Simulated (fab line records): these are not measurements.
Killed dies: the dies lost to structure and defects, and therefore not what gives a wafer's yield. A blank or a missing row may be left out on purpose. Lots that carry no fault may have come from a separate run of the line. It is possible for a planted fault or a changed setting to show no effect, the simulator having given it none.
Chamber matching :: flow nand-harc :: NHARC_P_CONTACT_CMP_01 on cmp-02 has 4 sister chambers
The step polishes SiO2, target thk 200 nm. 8 wafers are shown with their chamber, then 11 later ones without.

## WAFERS, EACH WITH ITS CHAMBER
wafer: L081.6
chamber: 2
motor-current-A (A): 13.1

wafer: L085.5
chamber: 1
motor-current-A (A): 11.3

wafer: L087.2
chamber: 2
motor-current-A (A): 12.3

wafer: L087.5
chamber: 0
motor-current-A (A): 10.7

wafer: L089.1
chamber: 3
motor-current-A (A): 12.7

wafer: L089.3
chamber: 0
motor-current-A (A): 10.7

wafer: L089.6
chamber: 3
motor-current-A (A): 12.3

wafer: L091.3
chamber: 1
motor-current-A (A): 10.9

## WAFERS MISSING THEIR CHAMBER
wafer: L091.5
motor-current-A (A): 12.1

wafer: L091.6
motor-current-A (A): 12.6

wafer: L093.1
motor-current-A (A): 10.0

wafer: L093.2
motor-current-A (A): 11.2

wafer: L093.6
motor-current-A (A): 12.4

wafer: L095.2
motor-current-A (A): 12.8

wafer: L095.3
motor-current-A (A): 10.9

wafer: L095.4
motor-current-A (A): 13.3

wafer: L097.1
motor-current-A (A): 11.0

wafer: L097.5
motor-current-A (A): 10.4

wafer: L097.6
motor-current-A (A): 11.1

## WHICH CHAMBER EACH WENT THROUGH
wafer: L091.5
from the rows above: can't be placed: 3 or 2 or 1
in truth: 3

wafer: L091.6
from the rows above: can't be placed: 2 or 3
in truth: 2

wafer: L093.1
from the rows above: can't be placed: 0 or 1
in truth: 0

wafer: L093.2
from the rows above: can't be placed: 1 or 0
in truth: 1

wafer: L093.6
from the rows above: can't be placed: 3 or 2
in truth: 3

wafer: L095.2
from the rows above: can't be placed: 2 or 3
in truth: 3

wafer: L095.3
from the rows above: can't be placed: 0 or 1
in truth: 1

wafer: L095.4
from the rows above: can't be placed: 2 or 3
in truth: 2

wafer: L097.1
from the rows above: can't be placed: 1 or 0
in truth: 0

wafer: L097.5
from the rows above: can't be placed: 0 or 1
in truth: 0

wafer: L097.6
from the rows above: can't be placed: 1 or 0
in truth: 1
Correct placement for 0 of the 11. From these rows, 11 cannot be placed; in 11 the true chamber is one of the candidates. Placed wrongly: 0.
How it was worked out, from the rows above alone: a wafer's distance from a chamber is the root of the sum, over the readings, of the square of ((its reading less the chamber's mean) divided by the reading's scatter). The wafer belongs to the nearest chamber; if the next one is less than 2 further off, it can't be placed. The mean given for a chamber averages the wafers shown for that chamber. The scatter is the square root of a quotient: the sum, over the shown wafers, of each reading's squared deviation from its chamber's mean, divided by wafers minus chambers.
